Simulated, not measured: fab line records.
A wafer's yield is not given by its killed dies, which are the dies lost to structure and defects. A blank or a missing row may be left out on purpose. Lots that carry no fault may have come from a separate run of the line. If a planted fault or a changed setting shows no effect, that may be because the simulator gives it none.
Which tool is to blame? -- flow n5Finfet -- 26 wafers from 9 lots sampled at 6 of the route's 1938 steps

## WHAT EACH GAUGE READ, for each wafer
N5_BEOL_M4_RC_MEAS_101.
lot,measured,on,DIBL_N (mV/V),DIBL_P (mV/V),IOFF_N (nA/um),IOFF_P (nA/um),ION_N (uA/um),ION_P (uA/um),SS_N (mV/dec),SS_P (mV/dec),VT_N (mV),VT_P (mV)
L134,day 7 18:14,prober-02,35.4 36.9 38.8,34.9 35.9 37.9,0.115 0.139 0.175,0.18 0.19 0.23,662 667 679,461 463 462,70.7 71.1 72.4,72.2 72.0 73.5,256 254 250,-253 -251 -250
L135,day 7 23:23,prober-01,34.9 36.3 36.6,32.7 35.0 35.8,0.118 0.145 0.162,0.16 0.19 0.22,658 676 675,451 466 467,71.1 71.4 71.1,71.6 73.5 73.3,255 252 247,-254 -251 -248
L138,day 9 16:43,prober-02,37.3 38.8 37.0,36.7 38.8 36.2,0.142 0.179 0.137,0.21 0.25 0.20,666 688 660,465 468 461,71.2 72.3 71.1,72.9 73.8 72.8,252 249 255,-248 -248 -251
L146,day 11 09:23,prober-02,34.1 34.4,33.3 35.0,0.110 0.121,0.15 0.17,647 664,447 455,71.5 70.9,72.4 73.3,252 253,-255 -253
L147,day 11 17:49,prober-02,35.3 34.6 37.0,37.5 36.7 39.5,0.143 0.137 0.182,0.23 0.21 0.26,660 670 686,466 467 472,70.9 71.1 72.6,73.9 72.3 73.8,253 250 250,-247 -250 -247
L148,day 11 21:02,prober-02,38.4 37.6 35.3,38.4 36.6 34.5,0.191 0.158 0.130,0.24 0.20 0.18,689 674 651,473 455 448,71.1 71.8 71.3,73.7 73.1 73.1,247 251 252,-250 -252 -252
L153,day 12 20:47,prober-02,35.8 33.0 35.1,36.4 32.9 35.1,0.151 0.107 0.144,0.23 0.17 0.21,665 649 672,460 454 461,71.4 70.8 71.1,72.8 72.0 73.1,251 252 252,-247 -252 -250
L155,day 13 18:34,prober-01,37.7 36.0 35.0,38.0 36.1 33.9,0.210 0.178 0.142,0.29 0.24 0.20,692 681 678,477 473 467,72.4 71.2 71.7,73.5 73.3 72.5,247 246 250,-245 -248 -250
L156,day 14 02:12,prober-02,38.5 35.4 36.8,38.6 35.1 37.2,0.170 0.135 0.166,0.23 0.19 0.22,670 671 679,464 456 461,72.0 71.2 71.5,73.9 72.6 73.7,251 250 250,-251 -253 -249

N5_BEOL_M7_THK_MEAS_01.
lot,measured,on,M7_ILD_THK (nm)
L134,day 8 16:22,filmMetro-02,153.5 157.1 155.2
L135,day 9 00:24,filmMetro-01,152.3 155.3 154.5
L138,day 10 14:44,filmMetro-01,153.1 152.4 156.6
L146,day 12 10:34,filmMetro-02,241.7 156.7
L147,day 12 19:49,filmMetro-01,152.9 157.0 154.9
L148,day 12 15:13,filmMetro-02,151.5 153.7 154.4
L153,day 13 20:46,filmMetro-01,153.7 156.1 153.4
L155,day 14 17:38,filmMetro-02,155.5 153.9 155.5
L156,day 14 23:32,filmMetro-01,153.4 151.0 156.1

## WHAT TOOL EACH LOT RAN ON (gives the tool, then ch and the chambers of the sampled wafers, and finally the start)
lot,N5_BEOL_M6_TRENCH_ETCH_37,N5_BEOL_M6_PRE_CLEAN_45,N5_BEOL_M6_SPUTTER_48,N5_BEOL_M7_ILD_DEP_00
L134,"rieDiel-02 ch 0,1, day 8 14:09 or earlier","pvdSputter-03, day 8 14:09","pvdSputter-03, day 8 14:44","pecvd-01 ch 0,1,2, day 8 15:46"
L135,"rieDiel-03 ch 1,2,3, day 8 21:17 or earlier","pvdSputter-03, day 8 21:17","pvdSputter-02, day 8 22:10","pecvd-01 ch 0,1, day 8 23:49"
L138,"rieDiel-04 ch 0,1,2, day 10 10:54 or earlier","pvdSputter-01, day 10 10:54","pvdSputter-02, day 10 11:30","pecvd-02 ch 0,1,2, day 10 14:10"
L146,"rieDiel-04 ch 1,3, day 12 07:31 or earlier","pvdSputter-01, day 12 07:31","pvdSputter-01, day 12 08:26","pecvd-01 ch 0,2, day 12 09:59"
L147,"rieDiel-04 ch 0,1, day 12 17:01 or earlier","pvdSputter-02, day 12 17:01","pvdSputter-01, day 12 17:44","pecvd-02 ch 0,2, day 12 18:44"
L148,"rieDiel-03 ch 1,2,3, day 12 12:50 or earlier","pvdSputter-02, day 12 12:50","pvdSputter-03, day 12 13:33","pecvd-04 ch 0,1,2, day 12 14:38"
L153,"rieDiel-04 ch 1,2, day 13 18:22 or earlier","pvdSputter-03, day 13 18:22","pvdSputter-03, day 13 19:06","pecvd-04 ch 0,2, day 13 20:10"
L155,"rieDiel-04 ch 1,2,3, day 14 15:10 or earlier","pvdSputter-03, day 14 15:10","pvdSputter-02, day 14 15:52","pecvd-02 ch 0,2, day 14 17:03"
L156,"rieDiel-02 ch 1,2,3, day 14 21:16 or earlier","pvdSputter-01, day 14 21:16","pvdSputter-03, day 14 21:47","pecvd-02 ch 0,1,2, day 14 22:57"
- N5_BEOL_M6_TRENCH_ETCH_37: etches SiCOH lowk in C4F6/O2, target depth 94.435 nm, time 31.5 s.
- N5_BEOL_M6_PRE_CLEAN_45: time 30 s.
- N5_BEOL_M6_SPUTTER_48: material Cu, target thk 10 nm, time 1.667 s.
- N5_BEOL_M7_ILD_DEP_00: deposits SiCOH lowk from DEMS/porogen, target thk 179.75 nm, time 33.4 s.

## AS READ BY THE TOOLS THEMSELVES (means over the sampled wafers that have a number; for cases with no such wafer, the mark the record gives instead)
N5_BEOL_M6_TRENCH_ETCH_37.
lot,tool,biasW (W),drypumpMotorCurrentA (A),mfcArSccm (sccm),oesProductAu (a.u.),rfVppV (V),showerheadPlenumPTorr (Torr),throttleValvePct (%)
L134,rieDiel-02,184.9,5.6,299.7,0.71,678,2.78,20.74
L135,rieDiel-03,184.9,5.5,299.8,0.87,663,2.92,20.70
L138,rieDiel-04,185.0,6.2,301.1,0.85,669,2.83,20.81
L146,rieDiel-04,185.4,6.3,299.3,0.88,667,2.84,20.84
L147,rieDiel-04,185.0,6.6,299.9,0.88,677,2.93,20.80
L148,rieDiel-03,184.4,5.5,300.4,0.82,663,2.90,20.74
L153,rieDiel-04,184.9,6.1,299.7,0.91,657,2.85,20.59
L155,rieDiel-04,184.2,6.1,300.4,0.87,671,2.89,20.79
L156,rieDiel-02,185.1,5.7,300.5,0.84,674,2.89,20.92

N5_BEOL_M6_PRE_CLEAN_45.
lot,tool,heaterPowerW (W)
L134,pvdSputter-03,337
L135,pvdSputter-03,333
L138,pvdSputter-01,286
L146,pvdSputter-01,317
L147,pvdSputter-02,327
L148,pvdSputter-02,330
L153,pvdSputter-03,334
L155,pvdSputter-03,330
L156,pvdSputter-01,334

N5_BEOL_M6_SPUTTER_48.
lot,tool,biasV (V),throttleValvePct (%)
L134,pvdSputter-03,60.2,29.6
L135,pvdSputter-02,59.6,30.4
L138,pvdSputter-02,59.4,29.6
L146,pvdSputter-01,60.5,30.1
L147,pvdSputter-01,60.4,29.6
L148,pvdSputter-03,59.9,29.6
L153,pvdSputter-03,59.4,29.1
L155,pvdSputter-02,60.2,29.9
L156,pvdSputter-03,60.2,28.9

N5_BEOL_M7_ILD_DEP_00.
lot,tool,heaterPowerOuterW (W),heaterPowerW (W),showerheadPlenumPTorr (Torr),throttleValvePct (%)
L134,pecvd-01,179,341,5.755,13.2
L135,pecvd-01,190,352,5.747,13.5
L138,pecvd-02,156,326,5.732,13.3
L146,pecvd-01,156,322,5.755,13.0
L147,pecvd-02,162,339,5.739,13.6
L148,pecvd-04,194,359,5.740,13.1
L153,pecvd-04,192,370,5.733,12.9
L155,pecvd-02,172,356,5.743,13.5
L156,pecvd-02,152,322,5.735,13.4

## THE ANSWER, worked out from the rows above alone
Rule: usual is defined by the lots themselves. The widest of any qualifying gaps counts: lots, ordered by their means at a reading, are off when they make up no more than a third of the lots, leave a main group of 4 or more, and stand apart from it by 3 or more times the standard deviation of that group's means. Not used: any main group whose means are identical at the precision the tables above print for the reading. Also off: a lot with no number at a reading for which 4 or more lots have one. Where the step has rows for the other lots, those lots are counted as sound. After the gauges, taken in route order, come the tools' own readings; for these a lot's mean is taken, as printed above. The first step at which some lot is off is used, and at that step the reading that is off furthest; a lot without a number counts as furthest.
Off: at N5_BEOL_M7_THK_MEAS_01 (M7_ILD_THK), L146. For the main group the mean is 154.3 nm and the standard deviation 0.69.
A tool fits if, at a process step before that reading, it ran every lot that is off, and no sound lot after the first of them. Gauges at N5_BEOL_M7_THK_MEAS_01: tried the same way as those tools. N5_BEOL_M6_TRENCH_ETCH_37 gives no start for some lots, so the hours and the order of its lots are those of N5_BEOL_M6_PRE_CLEAN_45. One candidate fits, namely pecvd-01 at N5_BEOL_M7_ILD_DEP_00. A fault onset in the window from L135 (day 8 23:49, its last sound lot) to L146 (day 12 09:59, its first lot off) fits.

## WHAT WAS PUT IN BY THE SIMULATOR
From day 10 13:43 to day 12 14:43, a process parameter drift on pecvd-01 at N5_BEOL_M7_ILD_DEP_00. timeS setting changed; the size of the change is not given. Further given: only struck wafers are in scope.
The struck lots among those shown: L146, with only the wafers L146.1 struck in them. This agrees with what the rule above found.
